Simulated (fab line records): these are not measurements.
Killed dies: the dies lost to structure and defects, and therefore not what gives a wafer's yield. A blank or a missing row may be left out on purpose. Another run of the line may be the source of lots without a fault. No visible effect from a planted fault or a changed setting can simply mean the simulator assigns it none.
fab line records    flow nandHarc
record lots=12  wafers=36  lastDay=34
route steps=1302 shown P_STI@89 P_GATE@144
lots untouched by any fault: they come from a run of this same line in which no faults occurred
startH: the number of hours between the record's first day and the start of the first shown wafer of the lot    waitH: hours since the lot's step before    " repeats the value in the row above    L1.1+2: a row that stands for several wafers    - no value present, or no start provided    * or withheld: withheld    < > ~ a bound
route shown NAME@n: names a module that has steps shown in the file, with the first one's number in the route    usual: mean/standard deviation of fault-free wafers    same: alike in all rows    chamber/n: place in a boat    sites: per-site readings    _std_site: how widely they spread, as a standard deviation    _edge_site: outer sites' mean less inner sites'    radiusMm: how far each site lies from the wafer's centre    mask NAME#n: copy n    behind: the last tool/chamber to shape the wafer    hold: why the lot went on hold/how many hours it stayed there/how the hold came to an end    device: transistor that didn't switch, given as n, p or np    end of line: tests of these same wafers at the route's end    a step given without rows: its recipe and nothing more    killed: dies lost to structure and defects at the first sort, not the wafer's yield    map: per-die view of a wafer (x killed, . not killed, _ where there is no die)
set.NAME: the setting as run; set.NAME@STEP: as run at that earlier step    model.NAME: the simulator's own value behind a step, which no gauge read
one table for each step of the route and one row for each wafer, over a sample of lots
services: when a tool's chamber went out of use (startH, in hours from the record's first day, below 0 if earlier), for how many hours, and the reason
## steps
# step NHARC_P_STI_ETCH_31
# recipe targetDepthA=1089  timeS=54.5  cf4FlowSccm=100  chf3FlowSccm=30  arFlowSccm=0  rfW=500  biasW=200  chemistry=CF4/CHF3
# usual drypumpMotorCurrentA=5.6/0.46  oesProductAu=0.962/0.018  rfFwdPowerW=494.4/2.2  rfVppV=371.4/2.8  showerheadPlenumPTorr=1.60/0.08  throttleValvePct=16.803/0.0089
lot.wafer  tool        chamber  startH  waitH  drypumpMotorCurrentA  oesProductAu  rfFwdPowerW  rfHoursCounterH  rfVppV  showerheadPlenumPTorr  throttleValvePct
L846.2     rieDiel-01  0        -       -      4.9                   0.978         494.8        0                373.5   1.65                   16.814
L846.1     "           1        "       "      5.3                   0.987         495.0        0                373.2   1.69                   16.805
L846.5     "           0        "       "      4.9                   0.959         495.7        -                373.3   1.65                   16.801
L847.3     rieDiel-02  3        -       -      5.4                   0.961         499.3        1                374.0   1.67                   16.816
L847.6     "           3        "       "      5.4                   0.945         498.0        -                373.3   1.67                   16.803
L847.5     "           0        "       "      6.2                   0.951         493.8        -                367.6   1.48                   16.802
L849.3     rieDiel-01  0        -       -      4.9                   0.969         495.3        2                374.0   1.65                   16.796
L849.2     "           1        "       "      5.3                   0.972         493.4        1                374.2   1.69                   16.801
L849.6     "           0        "       "      4.9                   0.970         491.0        -                373.7   1.65                   16.822
L850.2     rieDiel-02  1        -       -      5.6                   0.969         494.4        3                372.6   1.62                   16.816
L850.4     "           0        "       "      6.1                   0.978         497.7        3                366.6   1.48                   16.806
L850.5     "           1        "       "      5.6                   0.968         495.9        -                372.9   1.62                   16.804
L851.3     rieDiel-03  0        -       -      6.0                   0.985         492.6        6                370.6   1.57                   16.809
L851.4     "           1        "       "      6.3                   0.941         494.8        5                373.4   1.68                   16.823
L851.5     "           2        "       "      5.7                   0.957         492.5        -                366.6   1.48                   16.802
L853.3     rieDiel-02  0        -       -      6.2                   0.963         496.9        6                367.7   1.48                   16.804
L853.4     "           1        "       "      5.5                   0.975         494.7        6                371.6   1.62                   16.790
L853.1     "           2        "       "      5.5                   0.947         493.6        6                368.4   1.52                   16.807
L854.1     rieDiel-01  1        -       -      5.4                   0.979         492.5        4                373.8   1.69                   16.816
L854.5     "           0        "       "      4.9                   0.987         492.4        -                372.4   1.65                   16.799
L854.6     "           1        "       "      5.3                   0.975         494.0        -                373.8   1.69                   16.810
L855.1     rieDiel-02  2        -       -      5.5                   0.951         492.7        7                367.3   1.52                   16.805
L855.6     "           1        "       "      5.5                   0.974         495.3        -                371.1   1.62                   16.811
L855.5     "           2        "       "      5.5                   0.954         491.9        -                368.3   1.52                   16.805
L857.1     rieDiel-02  2        -       -      5.5                   0.947         493.2        8                368.2   1.52                   16.780
L857.3     "           0        "       "      6.1                   0.976         496.5        9                367.6   1.48                   16.801
L857.5     "           2        "       "      5.5                   0.951         494.0        -                370.4   1.52                   16.803
L858.4     rieDiel-01  2        -       -      6.2                   0.960         496.5        8                376.4   1.68                   16.806
L858.1     "           1        "       "      5.4                   0.945         494.1        7                374.2   1.69                   16.803
L858.5     "           3        "       "      5.9                   0.941         493.6        -                367.9   1.48                   16.806
L867.3     rieDiel-03  0        -       -      5.9                   0.968         490.2        7                369.7   1.57                   16.800
L867.1     "           2        "       "      5.7                   0.961         492.9        7                367.5   1.48                   16.813
L867.4     "           3        "       "      5.0                   0.985         495.1        7                373.5   1.63                   16.808
L868.4     rieDiel-03  1        -       -      6.3                   0.918         494.0        6                373.1   1.67                   16.810
L868.1     "           3        "       "      5.0                   0.922         499.4        7                372.6   1.63                   16.786
L868.6     "           1        "       "      6.3                   0.919         493.5        -                374.0   1.67                   16.788
# step NHARC_P_GATE_DESCUM_31
# recipe timeS=3  o2FlowSccm=200  arFlowSccm=0  biasPowerW=0  chemistry=O2
# usual drypumpMotorCurrentA=5.9/0.33  oesProductAu=0.994/0.0097  rfVppV=57.9/0.95  showerheadPlenumPTorr=1.93/0.096  throttleValvePct=11.311/0.0093
lot.wafer  tool        chamber  startH  waitH  drypumpMotorCurrentA  oesProductAu  rfHoursCounterH  rfVppV  showerheadPlenumPTorr  throttleValvePct
L846.1     rieDiel-10  3        101.85  0.1    6.1                   0.992         1                58.1    1.94                   11.327
L846.2     "           0        "       "      6.2                   1.004         1                58.6    1.94                   11.315
L846.5     "           3        "       "      6.1                   0.996         -                58.0    1.94                   11.311
L847.3     rieDiel-12  3        108.43  0.1    5.8                   0.999         1                57.6    1.78                   11.299
L847.5     "           3        "       "      5.8                   0.995         -                58.8    1.78                   11.306
L847.6     "           0        "       "      6.0                   1.003         -                57.4    1.81                   11.317
L849.2     rieDiel-12  3        126.18  0.1    5.7                   0.998         2                57.1    1.78                   11.308
L849.3     "           1        "       "      6.2                   0.981         2                57.1    1.82                   11.306
L849.6     "           3        "       "      5.8                   1.001         -                56.7    1.78                   11.322
L851.4     rieDiel-04  0        141.68  0.1    5.5                   0.987         9                58.0    1.97                   11.305
L851.3     "           1        "       "      5.4                   0.982         9                59.1    2.05                   11.297
L851.5     "           3        "       "      6.5                   0.998         -                58.4    2.06                   11.299
L850.2     rieDiel-12  1        141.87  0.1    6.2                   0.983         3                56.6    1.82                   11.312
L850.4     "           0        "       "      6.0                   1.017         -                57.1    1.81                   11.305
L850.5     "           1        "       "      6.2                   0.995         -                56.2    1.81                   11.317
L853.3     rieDiel-10  1        174.54  0.1    6.1                   0.975         6                57.8    1.80                   11.302
L853.1     "           2        "       "      6.0                   1.007         6                57.6    2.00                   11.320
L853.4     "           3        "       "      6.1                   0.982         6                59.5    1.94                   11.306
L854.1     rieDiel-04  2        175.21  0.1    5.6                   0.996         11               57.7    1.97                   11.315
L854.5     "           0        "       "      5.5                   0.973         -                57.8    1.97                   11.313
L854.6     "           1        "       "      5.4                   0.990         -                59.1    2.05                   11.298
L855.1     rieDiel-10  1        190.23  0.1    6.1                   0.991         7                56.6    1.80                   11.304
L855.6     "           1        "       "      6.1                   0.992         -                57.5    1.80                   11.315
L855.5     "           2        "       "      6.0                   1.001         -                59.0    2.00                   11.320
L857.1     rieDiel-10  2        212.41  0.1    6.0                   1.007         8                58.2    2.00                   11.309
L857.3     "           3        "       "      6.1                   0.987         9                57.4    1.94                   11.307
L857.5     "           2        "       "      6.0                   1.004         -                59.4    2.00                   11.301
L858.1     rieDiel-10  3        225.61  0.1    6.1                   0.993         9                57.5    1.94                   11.337
L858.4     "           2        "       "      6.0                   1.005         8                59.2    2.00                   11.303
L858.5     "           3        "       "      6.1                   1.000         -                58.2    1.94                   11.288
L867.1     rieDiel-12  2        307.93  0.1    5.6                   0.987         1                58.3    1.93                   11.321
L867.3     "           3        "       "      5.8                   1.000         1                57.4    1.78                   11.325
L867.4     "           1        "       "      6.2                   0.983         2                59.3    1.81                   11.292
L868.4     rieDiel-12  0        319.69  0.1    6.0                   1.007         2                58.9    1.81                   11.319
L868.1     "           1        "       "      6.2                   0.979         2                56.9    1.81                   11.309
L868.6     "           3        "       "      5.8                   0.995         -                58.3    1.78                   11.317
# step NHARC_P_GATE_ETCH_104
# recipe targetDepthA=600  timeS=withheld  cf4FlowSccm=100  chf3FlowSccm=30  arFlowSccm=0  rfW=500  biasW=200  chemistry=CF4/CHF3
# usual drypumpMotorCurrentA=5.9/0.32  oesProductAu=0.939/0.022  rfFwdPowerW=491.3/2.8  rfVppV=370.8/2.7  showerheadPlenumPTorr=1.58/0.074  throttleValvePct=16.802/0.0099
lot.wafer  tool        chamber  startH  waitH  drypumpMotorCurrentA  oesProductAu  rfFwdPowerW  rfVppV  showerheadPlenumPTorr  throttleValvePct
L846.1     rieDiel-10  1        101.93  0.1    6.1                   0.950         493.4        366.8   1.49                   16.784
L846.2     "           2        "       "      6.0                   0.945         490.5        373.1   1.64                   16.813
L846.5     "           0        "       "      6.2                   0.959         491.8        370.7   1.59                   16.822
L847.3     rieDiel-12  3        108.52  0.1    5.8                   0.955         488.7        368.4   1.47                   16.802
L847.6     "           2        "       "      5.6                   0.955         488.4        370.3   1.59                   16.781
L847.5     "           3        "       "      5.8                   0.956         490.7        366.9   1.47                   16.800
L849.3     rieDiel-12  3        126.28  0.1    5.8                   0.922         491.2        367.2   1.47                   16.794
L849.2     "           0        "       "      6.0                   0.937         496.2        367.6   1.49                   16.808
L849.6     "           2        "       "      5.6                   0.909         488.2        371.2   1.59                   16.811
L851.3     rieDiel-04  3        141.76  0.1    6.5                   0.931         489.2        374.0   1.69                   16.799
L851.4     "           0        "       "      5.4                   0.909         495.1        371.4   1.62                   16.804
L851.5     "           1        "       "      5.4                   0.910         486.3        374.1   1.68                   16.823
L850.4     rieDiel-12  3        141.95  0.0    5.8                   0.992         489.3        365.7   1.47                   16.816
L850.2     "           0        "       "      6.0                   0.969         494.1        367.5   1.49                   16.797
L850.5     "           2        "       "      5.6                   0.949         488.5        370.6   1.59                   16.810
L853.1     rieDiel-10  0        174.62  0.1    6.2                   0.931         493.3        370.9   1.59                   16.795
L853.4     "           1        "       "      6.1                   0.922         494.4        365.2   1.49                   16.805
L853.3     "           2        "       "      6.0                   0.920         488.2        373.2   1.64                   16.810
L854.1     rieDiel-04  1        175.28  0.1    5.4                   0.964         488.9        373.8   1.68                   16.811
L854.6     "           1        "       "      5.4                   0.965         488.0        373.8   1.68                   16.812
L854.5     "           2        "       "      5.7                   0.974         492.4        373.2   1.62                   16.816
L855.1     rieDiel-10  2        190.33  0.1    6.0                   0.927         489.1        372.2   1.64                   16.798
L855.5     "           3        "       "      6.1                   0.910         490.2        370.9   1.59                   16.791
L855.6     "           0        "       "      6.2                   0.932         493.0        370.3   1.59                   16.799
L857.3     rieDiel-10  3        212.50  0.1    6.1                   0.912         490.9        371.1   1.59                   16.790
L857.1     "           0        "       "      6.2                   0.921         491.1        369.8   1.59                   16.788
L857.5     "           2        "       "      6.0                   0.924         490.8        373.1   1.64                   16.804
L858.1     rieDiel-10  3        225.70  0.1    6.1                   0.925         492.1        371.0   1.59                   16.800
L858.4     "           1        "       "      6.1                   0.939         495.5        368.3   1.49                   16.799
L858.5     "           2        "       "      6.0                   0.947         494.0        373.5   1.64                   16.799
L867.4     rieDiel-12  1        308.01  0.1    6.2                   0.917         496.1        367.6   1.49                   16.796
L867.3     "           3        "       "      5.7                   0.860         429.7        367.9   1.47                   16.807
L867.1     "           0        "       "      5.9                   0.944         495.5        367.1   1.49                   16.816
L868.1     rieDiel-12  3        319.76  0.1    5.8                   0.892         431.2        366.9   1.47                   16.788
L868.4     "           1        "       "      6.2                   0.966         492.3        367.3   1.49                   16.812
L868.6     "           2        "       "      5.6                   0.961         489.0        370.0   1.58                   16.795
# step NHARC_P_GATE_CD_MEAS_59
# recipe targetCdNm=720  landingEnergyEv=500
# usual cdNm=719.5/1.8
lot.wafer  tool      chamber  startH  waitH  cdNm
L846.1     cdSem-02  0        115.45  -      718.9
L846.2     "         0        "       "      719.6
L846.5     "         0        "       "      719.6
L847.3     cdSem-02  0        121.98  -      720.4
L847.5     "         0        "       "      720.6
L847.6     "         0        "       "      721.1
L849.2     cdSem-01  0        141.86  -      717.5
L849.3     "         0        "       "      719.0
L849.6     "         0        "       "      720.4
L851.3     cdSem-01  0        155.13  -      724.1
L851.4     "         0        "       "      723.0
L851.5     "         0        "       "      723.4
L850.2     cdSem-03  0        155.45  -      717.3
L850.4     "         0        "       "      717.6
L850.5     "         0        "       "      716.3
L853.1     cdSem-02  0        188.20  -      719.9
L853.3     "         0        "       "      718.5
L853.4     "         0        "       "      718.2
L854.1     cdSem-02  0        190.66  -      719.6
L854.5     "         0        "       "      721.3
L854.6     "         0        "       "      720.0
L855.1     cdSem-03  0        203.74  -      719.4
L855.5     "         0        "       "      715.4
L855.6     "         0        "       "      715.2
L857.1     cdSem-01  0        225.70  -      716.7
L857.3     "         0        "       "      721.0
L857.5     "         0        "       "      718.1
L858.1     cdSem-02  0        239.03  -      717.4
L858.4     "         0        "       "      717.9
L858.5     "         0        "       "      719.5
L867.1     cdSem-02  0        321.48  -      719.5
L867.3     "         0        "       "      717.2
L867.4     "         0        "       "      718.1
L868.1     cdSem-02  0        333.10  -      723.1
L868.4     "         0        "       "      718.2
L868.6     "         0        "       "      720.2
## services
tool        chamber  startH  hours  kind
rieDiel-10  2        23.63   9.8    repair
rieDiel-01  -        26.80   9.0    pm
rieDiel-12  -        28.88   0.2    repair
rieDiel-04  3        39.11   13.5   repair
rieDiel-02  -        39.70   9.0    pm
rieDiel-01  1        60.09   2.5    repair
rieDiel-12  1        65.08   2.2    repair
rieDiel-10  -        65.50   9.0    pm
rieDiel-04  1        86.24   1.5    repair
rieDiel-12  -        91.40   9.0    pm
rieDiel-04  -        115.13  0.1    repair
rieDiel-12  3        135.05  6.8    repair
rieDiel-12  3        174.38  8.2    repair
rieDiel-04  -        177.90  9.0    pm
rieDiel-01  -        189.91  0.9    repair
rieDiel-01  -        203.82  9.0    pm
rieDiel-02  -        216.70  9.0    pm
rieDiel-01  0        230.88  14.8   repair
rieDiel-10  -        242.50  9.0    pm
rieDiel-02  1        253.46  3.1    repair
rieDiel-01  2        261.29  4.9    repair
rieDiel-12  -        268.40  9.0    pm
rieDiel-01  1        285.59  5.6    repair
rieDiel-04  -        317.41  0.2    repair
## key
firstSign step=NHARC_P_GATE_ETCH_104  reading=rfFwdPowerW  direction=down  sigmas=22  usual=*  struck=*
effect step=NHARC_P_GATE_ETCH_104  reading=oesProductAu  direction=down  sigmas=2.8  usual=0.939  struck=0.876
metAt NHARC_P_GATE_ETCH_104
struckLots L867,L868
struckWafers L867.3,L868.1
testerLeftOut L867,L868
notActingAt NHARC_P_STI_ETCH_31,NHARC_P_GATE_DESCUM_31,NHARC_P_GATE_CD_MEAS_59
onsetBetween 141.95 308.01
fault kind=processParameterDrift  tool=rieDiel-12  chamber=3  onsetH=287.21  steps=NHARC_P_GATE_ETCH_104  channel=rfW  offset=*  shape=step  endH=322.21  actsIn=*  stated=*
# testerLeftOut: of these lots the tester's yield and bins aren't shown, on N5 and GAA mostly nor the transistor test; their killed dies are dies lost to structure and defects alone, not to doping, threshold or leakage, so they don't give the yield
